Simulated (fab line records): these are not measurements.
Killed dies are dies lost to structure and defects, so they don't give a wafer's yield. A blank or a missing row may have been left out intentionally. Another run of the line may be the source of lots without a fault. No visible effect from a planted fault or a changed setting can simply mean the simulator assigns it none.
Chamber matching	flow nandHarc	NHARC_A_ZERO_WELL_ETCH_19 on rieDiel-08: 4 sister chambers
The step etches the open film in N2/H2, target depth 80 nm, overetch 24 nm, time 87.88 s. 4 wafers are shown with their chamber, then 9 later ones without.

## WAFERS WITH THEIR CHAMBER
wafer	chamber	drypumpMotorCurrentA (A)
L230.5	0	5.3
L231.1	1	5.6
L231.4	2	6.1
L231.5	3	5.9

## WAFERS WITH NO CHAMBER GIVEN
wafer	drypumpMotorCurrentA (A)
L234.1	5.3
L234.4	5.5
L234.5	5.9
L235.1	5.3
L235.2	6.1
L235.4	5.3
L237.1	5.5
L237.5	5.5
L237.6	6.1

## WHICH CHAMBER EACH WENT THROUGH
wafer	from the rows above	in truth
L234.1	0	0
L234.4	can't be placed: 1 or 0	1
L234.5	3	3
L235.1	0	0
L235.2	2	2
L235.4	0	0
L237.1	can't be placed: 1 or 0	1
L237.5	can't be placed: 1 or 0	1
L237.6	2	2
Correct placement for 6 of the 9. Not placeable from these rows: 3 (in 3, the candidates include the true chamber). Number placed wrongly: 0.
How it was worked out, from the rows above alone: a wafer's distance from a chamber is the root of the sum, over the readings, of the square of ((its reading less the chamber's mean) divided by the reading's scatter). If the next closest chamber is less than 2 further off than the closest, the wafer can't be placed; otherwise it belongs to the closest. Each chamber's mean is taken over the wafers shown for it. The scatter: with one shown wafer a chamber, the root of the mean of the squares of how far each hidden wafer lies from its nearest shown one.
